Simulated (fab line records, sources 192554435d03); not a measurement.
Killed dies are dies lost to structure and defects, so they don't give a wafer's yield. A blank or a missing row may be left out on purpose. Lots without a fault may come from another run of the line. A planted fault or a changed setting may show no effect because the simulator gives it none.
One fault seen from 3 desks | flow n5_finfet | each desk has only its own numbers; what lay behind them comes last

THE METROLOGY DESK
What the gauges read, lot by lot, whatever tool the lot ran on: means of the sampled wafers that have a number. A lot is out of limits, marked OUT, if its mean lies more than 4 standard deviations from the usual mean; the brackets give that distance.
Columns: A = M14_THK at N5_BEOL_M14_THK_MEAS_50, usual 560 nm; B = M14_RS at N5_BEOL_M14_RS_MEAS_54, usual 0.0332 ohm/sq; C = M15_ILD_THK at N5_BEOL_M15_THK_MEAS_01, usual 1636 nm; D = cd_nm at N5_BEOL_M15_CD_MEAS_10, usual 360.4 nm; E = V14_OVL at N5_BEOL_M15_OVL_MEAS_11, usual 2 nm
lot  | first seen here | A   | B      | C    | D     | E
L323 | day 11 07:37    | 547 | 0.0337 | 1648 | 359.6 | 1
L325 | day 12 02:31    | 560 | 0.0334 | 1624 | 360.8 | -2
L330 | day 13 06:27    | 564 | 0.0333 | 1650 | 359.2 | -4
L332 | day 13 22:04    | 562 | 0.0331 | 1633 | 360.1 | 2
L337 | day 14 21:37    | 563 | 0.0333 | 1623 | 360.3 | 1
L346 | day 17 04:00    | 578 | 0.0322 | 1638 | 360.7 | 11
This desk's finding: nothing out of limits on any of the 6 lots.

THE TOOL OWNER'S DESK: litho_track-05
The tool's own readings at N5_BEOL_M15_COAT_58 (time 60 s, resist thk 89 nm): means of the sampled wafers that have a number, for each lot that ran on this tool. A lot is out of limits, marked OUT, if its mean lies more than 4 standard deviations from the usual mean; the brackets give that distance.
Columns: A = spin_speed_rpm at N5_BEOL_M15_COAT_58, usual 1500.0 rpm
lot  | first seen here | A
L323 | day 11 08:13    | 1500.3
L330 | day 13 06:56    | 1644.8 (+99 or more) OUT
L332 | day 13 22:32    | 1644.7 (+99 or more) OUT
This desk's finding: out of limits on L330, L332; first on L330, day 13 06:56 (spin_speed_rpm at N5_BEOL_M15_COAT_58). In limits: L323.

THE DEFECT DESK
What the inspections along the route counted, lot by lot: means of the sampled wafers that have a number. A lot is out of limits, marked OUT, if its mean lies more than 4 standard deviations from the usual mean; the brackets give that distance.
Columns: A = raw_defect_count at N5_BEOL_M14_INSPECT_55, usual 69; B = raw_defect_count at N5_BEOL_M15_INSPECT_12, usual 2.0
lot  | first seen here | A  | B
L323 | day 11 07:47    | 62 | 3.7
L325 | day 12 02:40    | 34 | 2.7
L330 | day 13 06:37    | 65 | 1.7
L332 | day 13 22:13    | 55 | 2.3
L337 | day 14 21:46    | 69 | 2.0
L346 | day 17 04:10    | 67 | 2.3
This desk's finding: nothing out of limits on any of the 6 lots.

PUT TOGETHER
The tool owner's desk could have raised an alarm at day 13 06:56, on L330, L332.
The metrology desk saw nothing out of limits.
The defect desk saw nothing out of limits.
The metrology desk has L330, L332 on record, within its limits.
The defect desk has L330, L332 on record, within its limits.
Of the lots named, all ran N5_BEOL_M15_COAT_58 on litho_track-05.

WHAT THE SIMULATOR HAD PUT IN
Process parameter drift: litho_track-05, from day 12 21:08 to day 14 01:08, at N5_BEOL_M15_COAT_58. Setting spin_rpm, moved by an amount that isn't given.
Lots struck among those shown: L330, L332.
Hours from the fault's start to each desk's first reading out of limits: the tool owner's desk, 10.
